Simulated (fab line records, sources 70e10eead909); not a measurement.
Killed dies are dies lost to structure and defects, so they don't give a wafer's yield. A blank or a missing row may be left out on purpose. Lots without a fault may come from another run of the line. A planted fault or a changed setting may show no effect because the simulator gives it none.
fab line records | flow nand_harc
record lots=12 wafers=36 last_day=24
route steps=1159 shown A_CONTACT@923 END@1159
lots that met no fault: from a run of the same line without faults
start_h: hours from the record's first day to the start of the lot's first wafer shown | wait_h: hours since the lot's step before | " the same as in the row above | L1.1+2: a row that stands for several wafers | - no value, or no start given | * or withheld: withheld | < > ~ a bound
route shown NAME@n: a module of which the file shows steps, and the number in the route of the first | usual: mean/standard deviation of fault-free wafers | same: alike in all rows | chamber/n: place in a boat | sites: the reading at each site | _std_site: their standard deviation | _edge_site: outer sites' mean less inner sites' | radius_mm: how far each site lies from the wafer's centre | mask NAME#n: copy n | behind: the tool/chamber that last shaped the wafer | hold: why the lot was held/for how many hours/how that ended | device: the transistor (n, p or np) that didn't switch | end of line: the same wafers' tests at the end of the route | a step without rows: its recipe alone | killed: dies lost to structure and defects at the first sort, not the wafer's yield | map: a wafer's dies, x killed, . not, _ none there
set.NAME: the setting as run; set.NAME@STEP: as run at that earlier step | model.NAME: the simulator's own value behind a step, which no gauge read
steps of the route over a sample of lots; a table a step, a row a wafer
services: from which hour (start_h, from the record's first day; less than 0 if before it) a tool's chamber was out of use, for how many hours, and why
## steps
# step NHARC_A_CONTACT_DEP_84
# recipe target_thk_a=20000 temp_c=400 material=aC
# usual throttle_valve_pct=35.001/0.0083
# columns lot.wafer tool chamber start_h wait_h throttle_valve_pct
L418.4 acl_dep-02 0 389.89 - 35.005
L418.5 " 0 " " 35.003
L418.6 " 0 " " 34.998
L415.1 acl_dep-01 0 393.61 - 35.013
L415.2 " 0 " " 34.994
L415.4 " 0 " " 35.006
L416.1 acl_dep-01 0 394.86 - 35.009
L416.4 " 0 " " 35.006
L416.6 " 0 " " 35.001
L417.1 acl_dep-01 0 397.93 - 34.992
L417.4 " 0 " " 34.984
L417.6 " 0 " " 35.000
L419.2 acl_dep-03 0 398.84 - 35.004
L419.4 " 0 " " 35.004
L419.6 " 0 " " 34.994
L421.3 acl_dep-01 0 410.47 - 35.011
L421.4 " 0 " " 35.012
L421.6 " 0 " " 35.005
L426.2 acl_dep-03 0 438.58 - 34.996
L426.4 " 0 " " 34.998
L426.6 " 0 " " 35.005
L430.1 acl_dep-03 0 470.18 - 34.989
L430.4 " 0 " " 35.005
L430.5 " 0 " " 35.001
L434.3 acl_dep-03 0 485.39 - 34.998
L434.5 " 0 " " 34.995
L434.6 " 0 " " 34.982
L437.3 acl_dep-03 0 510.45 - 34.998
L437.4 " 0 " " 35.010
L437.5 " 0 " " 35.011
L436.3 acl_dep-03 0 513.45 - 34.990
L436.4 " 0 " " 35.002
L436.6 " 0 " " 35.007
L438.3 acl_dep-03 0 515.95 - 35.012
L438.5 " 0 " " 35.010
L438.6 " 0 " " 34.995
# step NHARC_A_CONTACT_ETCH_31
# recipe target_depth_a=20000 over_etch_frac=0.3 time_s=520 ion_energy_ev=150 o2_flow_sccm=400 cos_flow_sccm=20 ar_flow_sccm=0 rf_w=500 bias_w=300 chemistry=O2/COS
# usual drypump_motor_current_A=5.6/0.44 oes_product_au=0.997/0.0082 rf_vpp_V=314.5/1.8 run_length_s=541.3/0.54 showerhead_plenum_p_Torr=3.15/0.11 throttle_valve_pct=28.329/0.0089
# columns lot.wafer tool chamber start_h wait_h drypump_motor_current_A oes_product_au rf_hours_counter_h rf_vpp_V run_length_s showerhead_plenum_p_Torr throttle_valve_pct
L418.4 rie_diel-11 3 391.95 - 5.6 0.996 5 317.2 541.2 3.31 28.330
L418.5 " 2 " " 5.4 1.001 - 315.4 541.3 3.24 28.323
L418.6 " 3 " " 5.6 0.991 - 317.2 541.0 3.31 28.333
L415.2 rie_diel-11 1 396.83 - 5.7 0.999 6 315.5 541.2 3.23 28.321
L415.4 " 2 " " 5.4 0.981 6 315.5 541.4 3.23 28.343
L415.1 " 3 " " 5.6 0.985 7 317.2 541.6 3.31 28.339
L416.1 rie_diel-06 0 397.65 - 5.6 0.997 41 310.4 540.6 2.90 28.330
L416.4 " 2 " " 5.0 1.001 59 314.5 541.9 3.17 28.308
L416.6 " 0 " " 5.6 0.995 - 310.4 540.5 2.90 28.316
L417.1 rie_diel-11 2 400.96 - 5.4 1.003 7 316.3 541.3 3.23 28.326
L417.4 " 0 " " 5.1 1.005 7 310.9 541.0 2.94 28.325
L417.6 " 2 " " 5.4 0.995 - 315.9 541.3 3.23 28.337
L419.2 rie_diel-09 2 402.21 - 6.2 1.004 46 315.0 542.6 3.17 28.339
L419.4 " 3 " " 6.3 0.998 47 315.6 540.5 3.15 28.337
L419.6 " 3 " " 6.3 0.988 - 314.7 540.5 3.16 28.326
L421.3 rie_diel-09 3 415.05 - 6.3 0.989 55 314.6 540.7 3.15 28.346
L421.4 " 1 " " 5.8 1.002 - 315.0 540.9 3.15 28.334
L421.6 " 3 " " 6.3 0.989 - 315.1 540.7 3.15 28.328
L426.4 rie_diel-09 2 441.17 - 6.2 0.999 0 314.8 542.3 3.16 28.334
L426.2 " 0 " " 4.8 1.009 0 313.3 541.3 3.08 28.323
L426.6 " 2 " " 6.2 0.991 - 316.2 542.4 3.16 28.328
L430.4 rie_diel-11 1 473.01 - 5.7 1.006 21 316.0 541.2 3.22 28.321
L430.1 " 2 " " 5.4 1.003 20 315.9 541.4 3.23 28.349
L430.5 " 0 " " 5.1 1.002 - 311.6 420.8 2.93 28.326
L434.3 rie_diel-09 3 487.70 - 6.4 0.998 9 314.5 540.7 3.14 28.343
L434.6 " 1 " " 5.8 0.985 - 314.4 540.9 3.14 28.333
L434.5 " 2 " " 6.2 0.997 - 314.2 541.9 3.15 28.331
L437.4 rie_diel-09 3 513.02 - 6.3 0.997 15 314.0 541.1 3.14 28.336
L437.3 " 1 " " 5.8 0.988 25 314.5 540.6 3.13 28.326
L437.5 " 3 " " 6.3 0.990 - 313.0 540.3 3.14 28.328
L436.4 rie_diel-09 1 516.04 - 5.7 0.995 26 313.7 540.6 3.13 28.331
L436.3 " 3 " " 6.4 1.003 16 314.2 541.0 3.14 28.315
L436.6 " 0 " " 4.8 0.988 - 312.6 541.1 3.07 28.328
L438.3 rie_diel-09 0 518.68 - 4.9 0.995 29 311.6 541.3 3.07 28.332
L438.6 " 1 " " 5.7 0.999 - 313.8 540.8 3.13 28.345
L438.5 " 2 " " 6.2 1.004 - 314.4 542.1 3.15 28.332
# step NHARC_A_CONTACT_ETCH_135
# recipe source_w=withheld pressure_mtorr=20 bias_v=3000 time_s=132 target_depth_a=12870 ar_flow_sccm=withheld c4f8_flow_sccm=withheld o2_flow_sccm=withheld chemistry=C4F8/O2/Ar
# usual run_length_s=132/0
# columns lot.wafer tool chamber start_h wait_h rf_hours_counter_h run_length_s
L418.4 har_cap_etch-01 1 392.57 0.1 - 132
L418.5 " 0 " " - 132
L418.6 " 1 " " - 132
L415.1 har_cap_etch-02 0 397.43 0.2 14 132
L415.2 " 1 " " 14 132
L415.4 " 1 " " - 132
L416.1 har_cap_etch-01 0 398.23 0.2 65 132
L416.4 " 0 " " - 132
L416.6 " 0 " " - 132
L417.1 har_cap_etch-01 1 401.52 0.2 66 132
L417.4 " 0 " " - 132
L417.6 " 0 " " - 132
L419.2 har_cap_etch-03 0 402.82 0.2 89 132
L419.4 " 0 " " - 132
L419.6 " 0 " " - 132
L421.3 har_cap_etch-03 0 415.67 0.1 - 132
L421.4 " 1 " " - 132
L421.6 " 0 " " - 132
L426.2 har_cap_etch-03 1 441.77 0.2 96 132
L426.4 " 1 " " - 132
L426.6 " 0 " " - 132
L430.1 har_cap_etch-02 1 473.59 0.2 25 132
L430.4 " 1 " " - 132
L430.5 " 0 " " - 132
L434.3 har_cap_etch-02 1 488.28 0.1 - 132
L434.5 " 0 " " - 132
L434.6 " 1 " " - 132
L437.3 har_cap_etch-01 0 513.62 0.1 - 132
L437.4 " 1 " " - 132
L437.5 " 0 " " - 132
L436.4 har_cap_etch-01 0 516.64 0.1 - 132
L436.3 " 1 " " - 132
L436.6 " 0 " " - 132
L438.3 har_cap_etch-02 1 519.23 0.1 - 132
L438.5 " 0 " " - 132
L438.6 " 1 " " - 132
# step NHARC_A_CONTACT_ETCH_92
# recipe target_depth_a=400 over_etch_frac=0.5 time_s=85.7 ion_energy_ev=120 ch3f_flow_sccm=50 o2_flow_sccm=30 ar_flow_sccm=200 rf_w=500 bias_w=100 chemistry=CH3F/O2
# usual drypump_motor_current_A=5.6/0.41 oes_product_au=0.927/0.018 rf_vpp_V=244.7/1.7 run_length_s=106.9/0.53 showerhead_plenum_p_Torr=2.48/0.1 throttle_valve_pct=20.664/0.0086
# columns lot.wafer tool chamber start_h wait_h drypump_motor_current_A oes_product_au rf_hours_counter_h rf_vpp_V run_length_s showerhead_plenum_p_Torr throttle_valve_pct
L418.4 rie_diel-06 2 393.45 0.3 5.0 0.931 56 246.1 107.4 2.50 20.660
L418.5 " 3 " " 6.1 0.915 - 244.4 107.0 2.48 20.676
L418.6 " 0 " " 5.6 0.919 - 243.5 106.2 2.28 20.666
L415.4 rie_diel-11 3 398.32 0.3 5.6 0.932 7 247.6 107.4 2.61 20.678
L415.1 " 1 " " 5.7 0.928 6 246.2 106.9 2.55 20.670
L415.2 " 2 " " 5.4 0.938 7 246.8 107.3 2.55 20.670
L416.1 rie_diel-06 3 399.11 0.3 6.1 0.922 54 244.2 107.1 2.48 20.677
L416.4 " 0 " " 5.6 0.922 41 241.9 106.2 2.28 20.675
L416.6 " 3 " " 6.1 0.916 - 244.0 107.1 2.48 20.649
L417.1 rie_diel-11 2 402.45 0.4 5.4 0.918 8 245.8 106.9 2.55 20.662
L417.4 " 3 " " 5.6 0.927 8 246.2 107.2 2.61 20.653
L417.6 " 1 " " 5.7 0.929 - 244.6 107.0 2.55 20.672
L419.4 rie_diel-09 0 403.72 0.3 4.8 0.931 58 243.4 106.6 2.43 20.663
L419.2 " 1 " " 5.7 0.932 54 244.0 106.3 2.48 20.658
L419.6 " 3 " " 6.3 0.904 - 244.6 106.3 2.49 20.669
L421.3 rie_diel-09 1 416.56 0.3 5.8 0.930 61 244.9 106.2 2.48 20.660
L421.4 " 3 " " 6.3 0.937 - 244.8 106.2 2.48 20.669
L421.6 " 1 " " 5.8 0.930 - 244.7 107.1 2.48 20.664
L426.2 rie_diel-11 0 442.72 0.4 5.1 0.924 16 241.7 106.3 2.31 20.660
L426.4 " 1 " " 5.7 0.936 16 243.9 107.4 2.54 20.682
L426.6 " 3 " " 5.6 0.925 - 246.4 107.4 2.61 20.682
L430.4 rie_diel-09 0 474.46 0.3 4.8 0.927 15 243.2 107.0 2.42 20.658
L430.1 " 1 " " 5.7 0.917 14 243.3 106.3 2.47 20.672
L430.5 " 0 " " 4.8 0.906 - 244.1 107.1 2.42 20.641
L434.3 rie_diel-11 0 489.12 0.3 5.1 0.919 24 242.3 106.3 2.31 20.678
L434.5 " 3 " " 5.6 0.929 - 247.8 107.1 2.60 20.653
L434.6 " 0 " " 5.1 0.922 - 242.9 106.8 2.31 20.670
L437.3 rie_diel-11 3 514.47 0.3 5.6 1.005 28 246.9 106.8 2.60 20.665
L437.4 " 2 " " 5.4 1.003 29 246.4 107.6 2.54 20.675
L437.5 " 3 " " 5.6 1.010 - 247.2 106.7 2.60 20.657
L436.4 rie_diel-06 3 517.57 0.4 6.1 0.923 34 245.7 107.4 2.46 20.660
L436.3 " 0 " " 5.6 0.921 35 247.4 106.0 2.65 20.659
L436.6 " 2 " " 5.0 0.918 - 244.7 107.8 2.48 20.658
L438.3 rie_diel-09 0 520.11 0.3 4.8 0.914 29 243.5 107.0 2.41 20.663
L438.6 " 1 " " 5.7 0.920 - 244.6 106.8 2.47 20.665
L438.5 " 2 " " 6.2 0.919 - 244.8 107.9 2.48 20.671
# step NHARC_END_SORT_01
# recipe temp_c=25
# usual killed_at_array=26/11 killed_at_other=0.6/1 killed_at_periphery=3.1/2.1 killed_dies=30/11 killed_open=3.4/1.8 killed_short=2.1/1.5
# same gross_dies=677
# columns lot.wafer tool chamber start_h wait_h hold killed_at_array killed_at_other killed_at_periphery killed_dies killed_open killed_short
L418.4 prober-01 0 451.98 3.4 - 33 0 3 36 4 1
L418.5 prober-01 0 452.79 3.7 - 26 1 1 28 3 3
L418.6 prober-01 0 453.59 4.0 - 29 1 3 33 4 2
L415.1 prober-01 0 457.42 2.5 - 24 0 5 29 6 1
L415.2 prober-01 0 458.21 2.8 - 37 1 1 39 4 2
L415.4 prober-01 0 459.80 3.4 - 24 0 2 26 4 1
L417.1 prober-01 0 465.18 2.5 - 16 0 4 20 3 3
L417.4 prober-01 0 467.61 3.4 - 15 1 3 19 4 2
L417.6 prober-01 0 469.23 4.0 - 9 0 4 13 5 0
L416.1 prober-01 0 472.98 2.4 - 21 0 5 26 5 2
L416.4 prober-01 0 475.42 3.4 - 26 0 3 29 3 4
L416.6 prober-01 0 477.04 4.1 - 27 1 5 33 4 2
L419.2 prober-02 0 473.75 2.8 - 18 0 4 22 6 3
L419.4 prober-02 0 475.34 3.4 - 27 0 7 34 5 4
L419.6 prober-02 0 476.93 4.0 - 26 0 5 31 6 3
L426.2 prober-02 0 495.37 2.8 - 31 2 2 35 2 4
L426.4 prober-02 0 496.97 3.4 - 19 0 6 25 3 2
L426.6 prober-02 0 498.58 4.0 - 34 1 5 40 5 5
L421.3 prober-01 0 496.12 3.1 - 32 1 0 33 2 2
L421.4 prober-01 0 496.91 3.4 - 26 0 3 29 4 1
L421.6 prober-01 0 498.50 4.0 - 27 0 3 30 4 2
L430.1 prober-01 0 527.36 2.4 await_dispo/7.2h/release 30 0 3 33 2 1
L430.4 prober-01 0 529.79 3.4 await_dispo/7.2h/release 33 0 3 36 4 2
L430.5 prober-01 0 530.60 3.7 await_dispo/7.2h/release 295 0 5 300 4 0
L434.3 prober-01 0 550.04 3.1 - 55 0 3 58 4 1
L434.5 prober-01 0 551.63 3.7 - 45 3 1 49 4 0
L434.6 prober-01 0 552.43 4.0 - 45 0 6 51 0 0
L437.3 prober-02 0 563.42 3.1 - 33 1 5 39 5 3
L437.4 prober-02 0 564.22 3.4 - 46 0 3 49 3 5
L437.5 prober-02 0 565.02 3.7 - 45 0 3 48 6 2
L436.3 prober-01 0 571.18 3.1 - 41 0 1 42 5 3
L436.4 prober-01 0 571.98 3.4 - 32 0 2 34 2 1
L436.6 prober-01 0 573.57 4.0 - 37 1 2 40 3 1
L438.3 prober-02 0 571.21 3.1 - 28 0 1 29 3 4
L438.5 prober-02 0 572.78 3.6 - 24 0 2 26 1 3
L438.6 prober-02 0 573.56 3.9 - 28 0 3 31 5 2
# killed by level:class
L418.4 A_SLIT:chamber_film_flake=13 A_CONTACT:chamber_film_flake=9 A_WL_FILL:chamber_film_flake=3 P_M0:geometric_particle:open=2 A_CHANNEL_HOLE_D1:chamber_film_flake=2 A_SGD_CUT:geometric_particle:open=1 A_CONTACT:geometric_particle:open=1 A_BLC:geometric_particle:short=1
L418.5 A_SLIT:chamber_film_flake=11 A_CHANNEL_HOLE_D1:chamber_film_flake=3 A_WL_FILL:chamber_film_flake=3 A_ONON_D1:geometric_particle:short=2 A_CONTACT:chamber_film_flake=2 A_M0:chamber_film_flake=2 A_WL_FILL:geometric_particle:open=1 A_CONTACT:geometric_particle:open=1
L418.6 A_SLIT:chamber_film_flake=10 A_CONTACT:chamber_film_flake=8 A_M0:chamber_film_flake=3 A_CONTACT:geometric_particle:open=2 P_GATE:geometric_particle:short=1 P_M0:geometric_particle:open=1 A_SGD_CUT:geometric_particle:open=1 P_GATE:chamber_film_flake=1
L415.1 A_CHANNEL_HOLE_D1:chamber_film_flake=10 A_CONTACT:geometric_particle:open=4 P_GATE:chamber_film_flake=3 A_SLIT:chamber_film_flake=3 A_CONTACT:chamber_film_flake=3 P_M1:geometric_particle:open=1 A_SOURCE_PLATE:geometric_particle:short=1 A_M0:geometric_particle:open=1
L415.2 A_CHANNEL_HOLE_D1:chamber_film_flake=17 A_WL_FILL:chamber_film_flake=5 A_CONTACT:chamber_film_flake=4 A_SLIT:chamber_film_flake=3 A_STAIRCASE:chamber_film_flake=2 P_M1:geometric_particle:open=1 A_ONON_D1:geometric_particle:short=1 A_CHANNEL_FILL_D1:geometric_particle:open=1
L415.4 A_CHANNEL_HOLE_D1:chamber_film_flake=13 A_SLIT:chamber_film_flake=3 A_CONTACT:geometric_particle:open=2 A_WL_FILL:chamber_film_flake=2 P_M0:geometric_particle:open=1 A_CONTACT:geometric_particle:short=1 A_BLC:geometric_particle:open=1 P_GATE:chamber_film_flake=1
L417.1 A_CONTACT:chamber_film_flake=5 A_CHANNEL_HOLE_D1:chamber_film_flake=3 A_CHANNEL_FILL_D1:geometric_particle:short=2 P_GATE:chamber_film_flake=2 A_SLIT:chamber_film_flake=2 P_GATE:geometric_particle:open=1 P_CONTACT:geometric_particle:open=1 A_SOURCE_PLATE:geometric_particle:short=1
L417.4 A_CONTACT:geometric_particle:open=3 A_CHANNEL_HOLE_D1:chamber_film_flake=3 A_CONTACT:chamber_film_flake=3 A_STAIRCASE:chamber_film_flake=2 A_WL_FILL:chamber_film_flake=2 P_CONTACT:geometric_particle:open=1 A_ONON_D1:geometric_particle:short=1 P_STI:chamber_film_flake=1
L417.6 A_CONTACT:chamber_film_flake=3 P_CONTACT:geometric_particle:open=2 P_STI:chamber_film_flake=2 A_ONON_D1:geometric_particle:open=1 A_CHANNEL_FILL_D1:geometric_particle:open=1 A_CONTACT:geometric_particle:open=1 A_STAIRCASE:chamber_film_flake=1 A_SLIT:chamber_film_flake=1
L416.1 A_SLIT:chamber_film_flake=8 A_CHANNEL_HOLE_D1:chamber_film_flake=6 P_M0:geometric_particle:open=2 A_SGD_CUT:geometric_particle:open=2 A_CONTACT:chamber_film_flake=2 P_CONTACT:geometric_particle:short=1 P_M0:geometric_particle:short=1 A_SOURCE_PLATE:geometric_particle:open=1
L419.2 A_CHANNEL_HOLE_D1:chamber_film_flake=10 A_CHANNEL_FILL_D1:geometric_particle:open=3 P_M1:geometric_particle:short=2 A_CONTACT:chamber_film_flake=2 P_CONTACT:geometric_particle:open=1 A_SOURCE_PLATE:geometric_particle:short=1 A_CONTACT:geometric_particle:open=1 A_M1:geometric_particle:open=1
L419.4 A_CHANNEL_HOLE_D1:chamber_film_flake=12 A_CONTACT:chamber_film_flake=7 A_ONON_D1:geometric_particle:open=3 P_GATE:chamber_film_flake=3 P_CONTACT:geometric_particle:open=1 P_M1:geometric_particle:short=1 A_ONON_D1:geometric_particle:short=1 A_CHANNEL_FILL_D1:geometric_particle:short=1
L416.4 A_CHANNEL_HOLE_D1:chamber_film_flake=10 A_SLIT:chamber_film_flake=7 A_CHANNEL_FILL_D1:geometric_particle:short=3 A_CONTACT:geometric_particle:open=2 P_M1:geometric_particle:open=1 A_M0:geometric_particle:short=1 P_ZERO_WELL:chamber_film_flake=1 P_STI:chamber_film_flake=1
L419.6 A_CHANNEL_HOLE_D1:chamber_film_flake=15 A_ONON_D1:geometric_particle:open=2 P_GATE:chamber_film_flake=2 A_CONTACT:chamber_film_flake=2 P_GATE:geometric_particle:open=1 A_ONON_D1:geometric_particle:short=1 A_CHANNEL_FILL_D1:geometric_particle:short=1 A_CONTACT:geometric_particle:open=1
L416.6 A_SLIT:chamber_film_flake=12 A_CHANNEL_HOLE_D1:chamber_film_flake=6 A_CONTACT:chamber_film_flake=4 P_M2:chamber_film_flake=2 P_CONTACT:geometric_particle:open=1 P_CONTACT:geometric_particle:short=1 P_M0:geometric_particle:short=1 A_ONON_D1:geometric_particle:open=1
L426.2 A_CONTACT:chamber_film_flake=15 A_CHANNEL_HOLE_D1:chamber_film_flake=6 A_CHANNEL_HOLE_D1:geometric_particle:open=2 A_CHANNEL_FILL_D1:geometric_particle:short=2 A_STAIRCASE:chamber_film_flake=2 A_SGD_CUT:geometric_particle:short=1 P_GATE:chamber_film_flake=1 P_CONTACT:chamber_film_flake=1
L421.3 A_CHANNEL_HOLE_D1:chamber_film_flake=16 A_SGD_CUT:chamber_film_flake=8 A_CONTACT:chamber_film_flake=3 A_STAIRCASE:chamber_film_flake=2 A_CHANNEL_FILL_D1:geometric_particle:short=1 A_M0:geometric_particle:short=1 A_M1:geometric_particle:open=1 STARTING-WAFER:geometric_particle:open=1
L421.4 A_CHANNEL_HOLE_D1:chamber_film_flake=10 A_SGD_CUT:chamber_film_flake=7 A_CONTACT:chamber_film_flake=4 A_BLC:geometric_particle:open=2 P_BONDPAD:chamber_film_flake=2 A_CHANNEL_FILL_D1:geometric_particle:short=1 A_CHANNEL_FILL_D1:geometric_particle:open=1 A_M0:geometric_particle:open=1
L426.4 A_CONTACT:chamber_film_flake=9 A_CHANNEL_HOLE_D1:chamber_film_flake=3 P_GATE:chamber_film_flake=2 P_CONTACT:chamber_film_flake=2 A_WL_FILL:chamber_film_flake=2 P_GATE:geometric_particle:open=1 A_CHANNEL_FILL_D1:chamber_film_flake=1 P_M2:geometric_particle:open=1
L421.6 A_CHANNEL_HOLE_D1:chamber_film_flake=15 A_SGD_CUT:chamber_film_flake=4 A_CONTACT:chamber_film_flake=3 P_STI:geometric_particle:open=1 P_M1:geometric_particle:open=1 A_ONON_D1:geometric_particle:open=1 A_WL_FILL:geometric_particle:short=1 A_CONTACT:geometric_particle:open=1
L426.6 A_CONTACT:chamber_film_flake=13 A_CHANNEL_HOLE_D1:chamber_film_flake=6 A_STAIRCASE:chamber_film_flake=4 A_WL_FILL:chamber_film_flake=3 A_CHANNEL_FILL_D1:geometric_particle:short=2 P_GATE:geometric_particle:open=1 P_M0:geometric_particle:short=1 P_M1:geometric_particle:open=1
L430.1 A_SLIT:chamber_film_flake=14 A_CHANNEL_HOLE_D1:chamber_film_flake=5 A_STAIRCASE:chamber_film_flake=4 A_ZERO_WELL:chamber_film_flake=3 A_CONTACT:chamber_film_flake=2 P_CONTACT:geometric_particle:short=1 A_CONTACT:geometric_particle:open=1 A_BLC:geometric_particle:open=1
L430.4 A_SLIT:chamber_film_flake=17 A_CHANNEL_HOLE_D1:chamber_film_flake=7 A_STAIRCASE:chamber_film_flake=2 A_CONTACT:chamber_film_flake=2 P_GATE:geometric_particle:open=1 P_CONTACT:geometric_particle:short=1 A_ONON_D1:geometric_particle:open=1 A_WL_FILL:geometric_particle:open=1
L430.5 A_CONTACT:area_etch=267 A_SLIT:chamber_film_flake=15 A_CHANNEL_HOLE_D1:chamber_film_flake=7 P_GATE:chamber_film_flake=4 A_M0:geometric_particle:open=2 A_ZERO_WELL:chamber_film_flake=2 P_CONTACT:geometric_particle:open=1 A_CONTACT:geometric_particle:open=1
L434.3 A_CHANNEL_HOLE_D1:chamber_film_flake=21 A_SLIT:chamber_film_flake=20 A_STAIRCASE:chamber_film_flake=4 A_ONON_D1:geometric_particle:open=2 P_CONTACT:chamber_film_flake=2 A_CONTACT:chamber_film_flake=2 A_M1:chamber_film_flake=2 A_SOURCE_PLATE:geometric_particle:open=1
L434.5 A_SLIT:chamber_film_flake=18 A_CHANNEL_HOLE_D1:chamber_film_flake=18 A_CONTACT:chamber_film_flake=4 THIN_TSV:chamber_film_flake=3 A_ONON_D1:geometric_particle:open=1 A_BLC:geometric_particle:open=1 A_M0:geometric_particle:open=1 A_M1:geometric_particle:open=1
L434.6 A_SLIT:chamber_film_flake=21 A_CHANNEL_HOLE_D1:chamber_film_flake=17 A_CONTACT:chamber_film_flake=6 P_CONTACT:chamber_film_flake=4 P_GATE:chamber_film_flake=1 P_BONDPAD:chamber_film_flake=1 A_ZERO_WELL:chamber_film_flake=1
L437.3 A_SLIT:chamber_film_flake=22 A_CHANNEL_HOLE_D1:chamber_film_flake=4 P_CONTACT:geometric_particle:open=2 A_CONTACT:geometric_particle:short=2 P_STI:chamber_film_flake=2 A_CONTACT:chamber_film_flake=2 P_M0:geometric_particle:open=1 A_SGD_CUT:geometric_particle:open=1
L437.4 A_SLIT:chamber_film_flake=22 A_CHANNEL_HOLE_D1:chamber_film_flake=10 A_CONTACT:chamber_film_flake=4 A_STAIRCASE:chamber_film_flake=3 P_M1:geometric_particle:open=1 A_ONON_D1:geometric_particle:open=1 A_ONON_D1:geometric_particle:short=1 A_CHANNEL_HOLE_D1:geometric_particle:short=1
L437.5 A_SLIT:chamber_film_flake=22 A_CHANNEL_HOLE_D1:chamber_film_flake=9 A_STAIRCASE:chamber_film_flake=4 A_CONTACT:chamber_film_flake=3 A_WL_FILL:geometric_particle:open=2 P_GATE:geometric_particle:open=1 P_GATE:geometric_particle:short=1 A_SOURCE_PLATE:geometric_particle:open=1
L436.3 A_CHANNEL_HOLE_D1:chamber_film_flake=28 A_WL_FILL:chamber_film_flake=3 A_ONON_D1:geometric_particle:short=2 A_CONTACT:geometric_particle:open=2 A_STAIRCASE:chamber_film_flake=2 P_M0:geometric_particle:open=1 A_CHANNEL_HOLE_D1:geometric_particle:open=1 A_CHANNEL_FILL_D1:geometric_particle:open=1
L438.3 A_STAIRCASE:chamber_film_flake=9 A_CHANNEL_HOLE_D1:chamber_film_flake=7 A_WL_FILL:geometric_particle:short=3 A_CHANNEL_FILL_D1:chamber_film_flake=3 A_CONTACT:chamber_film_flake=2 A_SOURCE_PLATE:geometric_particle:short=1 A_CHANNEL_FILL_D1:geometric_particle:open=1 A_CONTACT:geometric_particle:open=1
L436.4 A_CHANNEL_HOLE_D1:chamber_film_flake=17 A_WL_FILL:chamber_film_flake=5 A_STAIRCASE:chamber_film_flake=3 P_ZERO_WELL:chamber_film_flake=2 A_CONTACT:chamber_film_flake=2 A_CHANNEL_HOLE_D1:geometric_particle:open=1 A_CHANNEL_FILL_D1:geometric_particle:open=1 A_CHANNEL_FILL_D1:geometric_particle:short=1
L438.5 A_CHANNEL_HOLE_D1:chamber_film_flake=10 A_STAIRCASE:chamber_film_flake=4 A_CONTACT:chamber_film_flake=4 A_WL_FILL:chamber_film_flake=2 P_STI:geometric_particle:short=1 A_WL_FILL:geometric_particle:short=1 A_M0:geometric_particle:open=1 A_M1:geometric_particle:short=1
L438.6 A_CHANNEL_HOLE_D1:chamber_film_flake=10 A_STAIRCASE:chamber_film_flake=4 A_CONTACT:chamber_film_flake=3 P_M0:geometric_particle:open=2 A_SGD_CUT:geometric_particle:open=2 A_ZERO_WELL:chamber_film_flake=2 A_M0:chamber_film_flake=2 A_WL_FILL:geometric_particle:short=1
L436.6 A_CHANNEL_HOLE_D1:chamber_film_flake=22 A_STAIRCASE:chamber_film_flake=4 A_WL_FILL:chamber_film_flake=3 A_CONTACT:chamber_film_flake=3 A_CONTACT:geometric_particle:open=2 A_ONON_D1:geometric_particle:short=1 A_SGD_CUT:geometric_particle:open=1 P_GATE:chamber_film_flake=1
## services
# columns tool chamber start_h hours kind
rie_diel-11 - 366.55 9.0 pm
rie_diel-06 2 374.46 8.7 repair
rie_diel-09 0 385.67 - clean
rie_diel-09 1 385.67 - clean
rie_diel-09 2 385.67 - clean
rie_diel-09 3 385.67 - clean
rie_diel-09 2 387.51 13.8 repair
acl_dep-03 - 405.65 13.0 pm
rie_diel-09 0 410.33 6.5 repair
rie_diel-09 1 411.50 - clean
rie_diel-09 2 411.50 - clean
rie_diel-09 3 411.50 - clean
har_cap_etch-02 - 414.57 2.5 repair
rie_diel-06 - 419.60 9.0 pm
rie_diel-09 - 431.16 9.0 pm
rie_diel-09 0 431.16 9.0 vent_cycle
rie_diel-09 1 431.16 9.0 vent_cycle
rie_diel-09 2 431.16 9.0 vent_cycle
rie_diel-09 3 443.81 16.4 repair
rie_diel-06 - 469.88 0.4 repair
acl_dep-01 - 475.47 13.0 pm
har_cap_etch-01 - 481.55 1.8 repair
rie_diel-09 3 506.58 1.9 repair
har_cap_etch-01 - 519.46 0.7 repair
## key
first_sign step=NHARC_A_CONTACT_ETCH_31 reading=run_length_s direction=down sigmas=99+ usual=* struck=*
effect step=NHARC_END_SORT_01 reading=killed_dies direction=up sigmas=25 usual=30 struck=300
more_kills_born_at NHARC_A_CONTACT_ETCH_31@rie_diel-11=267
met_at NHARC_A_CONTACT_ETCH_31
struck_lots L430
struck_wafers L430.5
tester_left_out L430
not_acting_at NHARC_A_CONTACT_DEP_84,NHARC_A_CONTACT_ETCH_135,NHARC_A_CONTACT_ETCH_92
onset_between 400.96 473.01
fault kind=process_parameter_drift tool=rie_diel-11 chamber=0 onset_h=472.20 steps=NHARC_A_CONTACT_ETCH_31 channel=time_s offset=* shape=step end_h=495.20 acts_in=* stated=*
# tester_left_out: of these lots the tester's yield and bins aren't shown, on N5 and GAA mostly nor the transistor test; their killed dies are dies lost to structure and defects alone, not to doping, threshold or leakage, so they don't give the yield
